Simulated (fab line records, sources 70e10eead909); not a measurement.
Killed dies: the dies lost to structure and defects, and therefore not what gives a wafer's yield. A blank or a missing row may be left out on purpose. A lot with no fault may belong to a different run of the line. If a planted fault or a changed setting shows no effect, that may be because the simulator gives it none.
Which tool was responsible? | flow nandHarc | 14 lots with 42 wafers sampled at 6 steps, on a route of 1159 steps

WHAT THE GAUGES SHOWED, per wafer
NHARC_P_STI_CD_MEAS_09: target cd 200 nm. Usual: cdNm reads 198.5 nm (standard deviation 2.8).
lot  | measured    | on       | cdNm (nm)         | flag
L418 | day 2 16:06 | cdSem-01 | 204.4 195.4 199.6 | 
L419 | day 2 16:15 | cdSem-01 | 195.0 195.8 197.6 | 
L420 | day 3 02:54 | cdSem-01 | 206.4 197.1 197.0 | 
L421 | day 3 07:48 | cdSem-03 | 201.3 197.5 194.4 | 
L423 | day 3 17:32 | cdSem-03 | 203.2 197.4 199.6 | 
L426 | day 4 07:39 | cdSem-02 | 254.7 251.3 251.7 | OFF
L427 | day 4 18:28 | cdSem-01 | 241.3 239.3 241.7 | OFF
L434 | day 6 13:40 | cdSem-03 | 201.5 199.5 200.0 | 
L435 | day 6 13:31 | cdSem-01 | 194.4 194.3 196.0 | 
L436 | day 7 02:47 | cdSem-03 | 203.1 198.4 197.5 | 
L437 | day 7 02:57 | cdSem-03 | 198.1 201.1 202.0 | 
L438 | day 7 11:04 | cdSem-03 | 198.8 196.1 200.7 | 
L439 | day 7 16:45 | cdSem-02 | 200.9 199.8 201.5 | 
L441 | day 8 05:05 | cdSem-02 | 195.5 198.6 196.2 | 

NHARC_P_STI_OCD_MEAS_17. Usual: trenchFootCdNm reads 157.1 nm (standard deviation 2.7).
lot  | measured    | on     | trenchFootCdNm (nm) | flag
L418 | day 2 16:53 | ocd-01 | 163.4 153.8 158.2   | 
L419 | day 2 17:02 | ocd-02 | 154.3 153.7 156.6   | 
L420 | day 3 03:46 | ocd-01 | 164.3 156.1 155.7   | 
L421 | day 3 08:35 | ocd-02 | 159.3 156.7 152.8   | 
L423 | day 3 18:20 | ocd-01 | 162.2 155.6 157.9   | 
L426 | day 4 08:28 | ocd-02 | 212.4 209.7 210.9   | OFF
L427 | day 4 19:16 | ocd-01 | 200.0 197.6 199.9   | OFF
L434 | day 6 14:28 | ocd-01 | 158.1 157.7 158.2   | 
L435 | day 6 14:18 | ocd-02 | 153.0 153.9 154.6   | 
L436 | day 7 03:34 | ocd-01 | 160.9 156.5 156.3   | 
L437 | day 7 03:44 | ocd-01 | 157.3 160.3 160.3   | 
L438 | day 7 11:52 | ocd-01 | 155.8 154.9 158.4   | 
L439 | day 7 17:35 | ocd-01 | 159.4 158.0 160.4   | 
L441 | day 8 05:54 | ocd-01 | 154.5 155.8 153.7   | 

WHICH TOOL RAN EACH LOT (tool, then ch and the chambers of the sampled wafers, then the start)
lot  | NHARC_P_ZERO_WELL_DESCUM_13      | NHARC_P_ZERO_WELL_ETCH_65        | NHARC_P_ZERO_WELL_ETCH_62                   | NHARC_P_STI_PEB_07
L418 | rieDiel-07 ch 1,2, day 1 13:16   | rieDiel-07 ch 2,3, day 1 13:22   | rieDiel-07 ch 1,2,3, day 2 16:01 or earlier | lithoTrack-07 ch 0, day 2 16:01
L419 | rieDiel-07 ch 0,3, day 1 19:24   | rieDiel-07 ch 0,2, day 1 19:29   | rieDiel-07 ch 1,2,3, day 2 16:10 or earlier | lithoTrack-07 ch 0, day 2 16:10
L420 | rieDiel-07 ch 0,1,3, day 2 01:32 | rieDiel-07 ch 0,1,3, day 2 01:38 | rieDiel-07 ch 0,1,3, day 3 02:48 or earlier | lithoTrack-07 ch 0, day 3 02:48
L421 | rieDiel-07 ch 0,2, day 2 07:25   | rieDiel-07 ch 0,2,3, day 2 07:30 | rieDiel-07 ch 0,2, day 3 07:42 or earlier   | lithoTrack-02 ch 0, day 3 07:42
L423 | rieDiel-09 ch 0,1,3, day 2 19:26 | rieDiel-09 ch 0,1,3, day 2 19:32 | rieDiel-09 ch 0,1,3, day 3 17:26 or earlier | lithoTrack-02 ch 0, day 3 17:26
L426 | rieDiel-07 ch 2,3, day 3 13:18   | rieDiel-07 ch 2,3, day 3 13:24   | rieDiel-07 ch 0,2, day 4 07:34 or earlier   | lithoTrack-07 ch 0, day 4 07:34
L427 | rieDiel-09 ch 1,3, day 3 19:48   | rieDiel-09 ch 0,2,3, day 3 19:53 | rieDiel-09 ch 0,1,3, day 4 18:23 or earlier | lithoTrack-07 ch 0, day 4 18:23
L434 | rieDiel-09 ch 1,3, day 5 13:16   | rieDiel-09 ch 0,2,3, day 5 13:22 | rieDiel-09 ch 0,2,3, day 6 13:35 or earlier | lithoTrack-05 ch 0, day 6 13:35
L435 | rieDiel-09 ch 1,2, day 5 19:25   | rieDiel-09 ch 0,1,2, day 5 19:29 | rieDiel-09 ch 2,3, day 6 13:25 or earlier   | lithoTrack-02 ch 0, day 6 13:25
L436 | rieDiel-09 ch 0,1, day 6 01:25   | rieDiel-09 ch 0,1,3, day 6 01:31 | rieDiel-09 ch 2,3, day 7 02:42 or earlier   | lithoTrack-02 ch 0, day 7 02:42
L437 | rieDiel-09 ch 0,2,3, day 6 07:25 | rieDiel-09 ch 0,2,3, day 6 07:29 | rieDiel-09 ch 0,1,3, day 7 02:52 or earlier | lithoTrack-05 ch 0, day 7 02:52
L438 | rieDiel-07 ch 0,3, day 6 13:28   | rieDiel-07 ch 0,3, day 6 13:33   | rieDiel-07 ch 1,3, day 7 10:59 or earlier   | lithoTrack-02 ch 0, day 7 10:59
L439 | rieDiel-04 ch 1,2, day 6 19:16   | rieDiel-04 ch 0,3, day 6 19:22   | rieDiel-04 ch 0,1, day 7 16:40 or earlier   | lithoTrack-05 ch 0, day 7 16:40
L441 | rieDiel-09 ch 0,2,3, day 7 07:16 | rieDiel-09 ch 0,2,3, day 7 07:22 | rieDiel-09 ch 1,2,3, day 8 04:59 or earlier | lithoTrack-02 ch 0, day 8 04:59
- NHARC_P_ZERO_WELL_DESCUM_13: chemistry O2, time 3 s.
- NHARC_P_ZERO_WELL_ETCH_65: etches the open film in N2/H2, target depth 80 nm, overetch 24 nm, time 87.88 s.
- NHARC_P_ZERO_WELL_ETCH_62: etches the open film in CHF3/Ar, target depth 13 nm, time 6.5 s.
- NHARC_P_STI_PEB_07: peb time 80 s.

WHAT THE TOOLS THEMSELVES READ (means of the sampled wafers that have a number; where no wafer has one, the mark that the record gives instead)
NHARC_P_ZERO_WELL_DESCUM_13. Usual: drypumpMotorCurrentA 5.8 A, standard deviation 0.41; oesProductAu 0.997 a.u., standard deviation 0.015; rfVppV 57.6 V, standard deviation 0.91; showerheadPlenumPTorr 1.88 Torr, standard deviation 0.096; throttleValvePct 11.311 %, standard deviation 0.0093.
lot  | tool       | drypumpMotorCurrentA (A) | oesProductAu (a.u.) | rfVppV (V) | showerheadPlenumPTorr (Torr) | throttleValvePct (%) | flag
L418 | rieDiel-07 | 5.4                      | 0.977               | 57.7       | 1.89                         | 11.310               | 
L419 | rieDiel-07 | 5.7                      | 0.983               | 57.6       | 1.81                         | 11.313               | 
L420 | rieDiel-07 | 5.4                      | 0.988               | 58.5       | 1.90                         | 11.318               | 
L421 | rieDiel-07 | 5.6                      | 0.977               | 57.3       | 1.80                         | 11.304               | 
L423 | rieDiel-09 | 6.1                      | 0.995               | 57.0       | 1.93                         | 11.313               | 
L426 | rieDiel-07 | 5.6                      | 1.007               | 57.8       | 1.81                         | 11.318               | 
L427 | rieDiel-09 | 6.0                      | 0.995               | 57.5       | 1.99                         | 11.308               | 
L434 | rieDiel-09 | 5.9                      | 0.982               | 57.7       | 1.98                         | 11.314               | 
L435 | rieDiel-09 | 6.2                      | 1.000               | 57.9       | 1.94                         | 11.319               | 
L436 | rieDiel-09 | 6.3                      | 1.015               | 58.1       | 1.88                         | 11.314               | 
L437 | rieDiel-09 | 6.1                      | 0.999               | 56.7       | 1.86                         | 11.305               | 
L438 | rieDiel-07 | 5.6                      | 0.990               | 56.9       | 1.81                         | 11.320               | 
L439 | rieDiel-04 | 5.8                      | 1.005               | 57.8       | 1.85                         | 11.308               | 
L441 | rieDiel-09 | 6.1                      | 0.998               | 58.2       | 1.86                         | 11.309               | 

NHARC_P_ZERO_WELL_ETCH_65. Usual: drypumpMotorCurrentA 5.8 A, standard deviation 0.41; oesProductAu 0.997 a.u., standard deviation 0.015; rfVppV 430 V, standard deviation 3.1; showerheadPlenumPTorr 2.01 Torr, standard deviation 0.11; throttleValvePct 14.172 %, standard deviation 0.0091.
lot  | tool       | drypumpMotorCurrentA (A) | oesProductAu (a.u.) | rfVppV (V) | showerheadPlenumPTorr (Torr) | throttleValvePct (%) | flag
L418 | rieDiel-07 | 5.6                      | 0.983               | 428        | 1.92                         | 14.171               | 
L419 | rieDiel-07 | 5.7                      | 0.964               | 427        | 1.92                         | 14.178               | 
L420 | rieDiel-07 | 5.4                      | 1.001               | 430        | 2.02                         | 14.173               | 
L421 | rieDiel-07 | 5.6                      | 0.986               | 428        | 1.92                         | 14.176               | 
L423 | rieDiel-09 | 6.2                      | 1.000               | 431        | 2.06                         | 14.176               | 
L426 | rieDiel-07 | 5.6                      | 1.006               | 427        | 1.93                         | 14.162               | 
L427 | rieDiel-09 | 6.1                      | 1.003               | 429        | 1.98                         | 14.175               | 
L434 | rieDiel-09 | 6.1                      | 1.002               | 429        | 1.98                         | 14.170               | 
L435 | rieDiel-09 | 6.3                      | 1.003               | 429        | 2.00                         | 14.174               | 
L436 | rieDiel-09 | 6.1                      | 0.992               | 432        | 2.06                         | 14.181               | 
L437 | rieDiel-09 | 6.1                      | 1.004               | 429        | 1.98                         | 14.172               | 
L438 | rieDiel-07 | 5.6                      | 0.980               | 428        | 1.93                         | 14.169               | 
L439 | rieDiel-04 | 5.8                      | 0.998               | 433        | 2.12                         | 14.175               | 
L441 | rieDiel-09 | 6.1                      | 1.002               | 429        | 1.98                         | 14.176               | 

NHARC_P_ZERO_WELL_ETCH_62. Usual: drypumpMotorCurrentA 5.8 A, standard deviation 0.42; oesProductAu 0.959 a.u., standard deviation 0.021; rfVppV 369.8 V, standard deviation 2.6; showerheadPlenumPTorr 2.31 Torr, standard deviation 0.11; throttleValvePct 20.217 %, standard deviation 0.01.
lot  | tool       | drypumpMotorCurrentA (A) | oesProductAu (a.u.) | rfVppV (V) | showerheadPlenumPTorr (Torr) | throttleValvePct (%) | flag
L418 | rieDiel-07 | 5.4                      | 0.952               | 370.8      | 2.32                         | 20.219               | 
L419 | rieDiel-07 | 5.4                      | 0.969               | 370.1      | 2.32                         | 20.212               | 
L420 | rieDiel-07 | 5.4                      | 0.960               | 370.3      | 2.33                         | 20.219               | 
L421 | rieDiel-07 | 5.7                      | 0.899               | 366.9      | 2.21                         | 20.221               | 
L423 | rieDiel-09 | 6.1                      | 0.957               | 370.3      | 2.37                         | 20.216               | 
L426 | rieDiel-07 | 5.7                      | 0.951               | 367.7      | 2.22                         | 20.219               | 
L427 | rieDiel-09 | 6.1                      | 0.975               | 370.9      | 2.37                         | 20.212               | 
L434 | rieDiel-09 | 6.1                      | 0.973               | 369.5      | 2.28                         | 20.213               | 
L435 | rieDiel-09 | 5.8                      | 0.959               | 369.9      | 2.33                         | 20.225               | 
L436 | rieDiel-09 | 6.0                      | 0.970               | 369.3      | 2.27                         | 20.212               | 
L437 | rieDiel-09 | 6.1                      | 0.972               | 370.6      | 2.37                         | 20.226               | 
L438 | rieDiel-07 | 5.3                      | 0.957               | 370.6      | 2.33                         | 20.222               | 
L439 | rieDiel-04 | 5.7                      | 0.964               | 371.3      | 2.38                         | 20.212               | 
L441 | rieDiel-09 | 6.0                      | 0.962               | 371.3      | 2.35                         | 20.225               | 

NHARC_P_STI_PEB_07. Usual: heaterPowerTotalW 189.8 W, standard deviation 0.79; plateTempC 128.00 C, standard deviation 0.13; resistLineTempC 22.99 C, standard deviation 0.11.
lot  | tool          | heaterPowerTotalW (W) | plateTempC (C) | resistLineTempC (C) | flag
L418 | lithoTrack-07 | 189.3                 | 128.08         | 23.06               | 
L419 | lithoTrack-07 | 189.6                 | 127.88         | 22.92               | 
L420 | lithoTrack-07 | 189.7                 | 128.05         | 22.81               | 
L421 | lithoTrack-02 | 190.0                 | 127.92         | 23.00               | 
L423 | lithoTrack-02 | 190.0                 | 127.89         | 23.07               | 
L426 | lithoTrack-07 | 208.0                 | 137.47         | 22.96               | OFF
L427 | lithoTrack-07 | 207.9                 | 137.54         | 23.02               | OFF
L434 | lithoTrack-05 | 190.3                 | 127.99         | 22.98               | 
L435 | lithoTrack-02 | 189.8                 | 128.18         | 22.93               | 
L436 | lithoTrack-02 | 189.4                 | 127.87         | 22.98               | 
L437 | lithoTrack-05 | 189.6                 | 127.99         | 22.83               | 
L438 | lithoTrack-02 | 188.9                 | 128.14         | 23.22               | 
L439 | lithoTrack-05 | 190.3                 | 127.95         | 22.82               | 
L441 | lithoTrack-02 | 189.8                 | 127.99         | 23.02               | 

THE ANSWER, worked out from the rows above alone
Rule: take the mean of a lot's wafers that have a number; if it is more than 3 standard deviations from the usual mean, the lot is off. Also off: a lot with no number at a reading for which 4 or more lots have one. Any other lot the step has rows for is counted as sound. The gauges are gone through in route order, then the tools' own readings, and for those a lot's mean is taken as printed above. At the first step where some lot is off, the reading lying furthest off is the one used; lots without a number count as furthest.
Off at NHARC_P_STI_CD_MEAS_09 (cdNm): L426, L427.
A tool fits if, at a process step before that reading, it ran every lot that is off, and no sound lot after the first of them. The gauges at NHARC_P_STI_CD_MEAS_09 aren't tried: what is off there is off at NHARC_P_STI_OCD_MEAS_17 too, on other tools, and a gauge's error can't cause that. Because NHARC_P_ZERO_WELL_ETCH_62 lacks a start for some lots, the hours and order of its lots are taken from NHARC_P_STI_PEB_07. One fits: NHARC_P_STI_PEB_07 on lithoTrack-07. Its last sound lot is L420 (day 3 02:48), its first lot that is off L426 (day 4 07:34): a fault that began between those two fits.
The tool's own readings at NHARC_P_STI_PEB_07 bear it out: on the lots that are off they differ by more than 5 times the standard deviation of the sound lots' means. heaterPowerTotalW reads 207.9 W there against 189.7 W on the sound lots; plateTempC reads 137.50 C there against 127.99 C on the sound lots.

WHAT HAD BEEN PUT IN BY THE SIMULATOR
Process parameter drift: lithoTrack-07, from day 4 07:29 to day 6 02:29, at NHARC_P_STI_PEB_07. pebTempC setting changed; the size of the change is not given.
Struck lots among those shown: L426, L427. This agrees with what the rule above found.
